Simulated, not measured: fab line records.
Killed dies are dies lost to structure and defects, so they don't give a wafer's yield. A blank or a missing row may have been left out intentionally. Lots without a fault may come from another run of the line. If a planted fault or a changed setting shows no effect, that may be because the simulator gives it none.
Matching of chambers	flow nand_harc	NHARC_A_CONTACT_CMP_20 on cmp-04 has 4 sister chambers
The step polishes, t overpolish 30 s, target thk 300 nm. 24 wafers are shown with their chamber, then 12 later ones without.

== WAFERS PAIRED WITH THEIR CHAMBERS ==
wafer	chamber	motor_current_A (A)	time_to_endpoint_s (s)	overpolish_run_s (s)
L074.1	2	13.6	53.9	30.002
L074.2	3	12.5	56.6	29.990
L074.3	0	10.9	52.7	29.985
L084.4	3	12.5	55.0	30.006
L084.5	2	13.8	53.9	30.016
L084.6	1	13.6	58.5	30.010
L080.1	1	12.7	56.0	29.986
L080.5	0	11.3	56.1	29.996
L080.6	1	13.4	59.7	29.993
L083.1	0	11.0	54.4	29.991
L083.2	3	12.2	55.9	30.006
L083.5	2	13.9	56.5	29.994
L082.1	0	10.5	54.1	29.996
L082.2	1	13.1	55.9	29.998
L082.5	2	14.2	54.2	30.007
L086.1	0	11.1	55.6	30.022
L086.2	2	13.7	54.9	29.992
L086.6	2	13.4	54.4	30.011
L085.1	2	14.2	54.5	30.001
L085.4	0	10.6	54.2	30.005
L085.6	2	13.6	54.3	29.996
L090.1	2	13.2	53.5	30.009
L090.4	1	12.7	55.4	29.987
L090.6	2	13.8	53.5	29.990

SIGNATURES (means of the wafers above)
reading	chamber 0	chamber 1	chamber 2	chamber 3	scatter within a chamber
motor_current_A	10.900	13.100	13.740	12.400	0.323
time_to_endpoint_s	54.517	57.100	54.360	55.833	1.22
overpolish_run_s	29.99917	29.99480	30.00180	30.00067	0.0102
Rule: distance of a wafer from a chamber = root of the sum over the readings of ((wafer's reading minus chamber's mean) / reading's scatter) squared. If the next closest chamber is less than 2 further off than the closest, the wafer can't be placed; otherwise it belongs to the closest. How the scatter is found: for the shown wafers, subtract from each reading the mean of its chamber, square and add these, divide the total by (wafers less chambers), then take the root.

== WAFERS WITHOUT THEIR CHAMBER ==
wafer	motor_current_A (A)	time_to_endpoint_s (s)	overpolish_run_s (s)
L091.1	12.6	55.9	30.000
L091.2	13.5	59.1	30.007
L091.3	11.0	53.4	30.003
L092.1	11.9	62.0	30.007
L092.2	11.4	59.0	29.993
L092.6	13.3	58.0	30.005
L094.2	13.7	55.2	29.996
L094.4	13.1	55.5	30.003
L094.5	12.0	54.0	30.005
L093.1	10.7	53.8	30.011
L093.3	13.8	54.8	29.996
L093.6	11.0	55.7	30.003

== CHAMBER TAKEN BY EACH ==
wafer	from the rows above	in truth
L091.1	can't be placed: 3 or 1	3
L091.2	can't be placed: 1 or 2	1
L091.3	0	0
L092.1	can't be placed: 3 or 1 or 0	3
L092.2	can't be placed: 0 or 3 or 1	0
L092.6	can't be placed: 1 or 2 or 3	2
L094.2	can't be placed: 2 or 1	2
L094.4	can't be placed: 1 or 2 or 3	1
L094.5	can't be placed: 3 or 0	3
L093.1	0	0
L093.3	2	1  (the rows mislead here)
L093.6	0	0
Placed correctly: 3 of 12. From these rows, 8 cannot be placed; in 8 the true chamber is one of the candidates. Placed wrongly: 1.
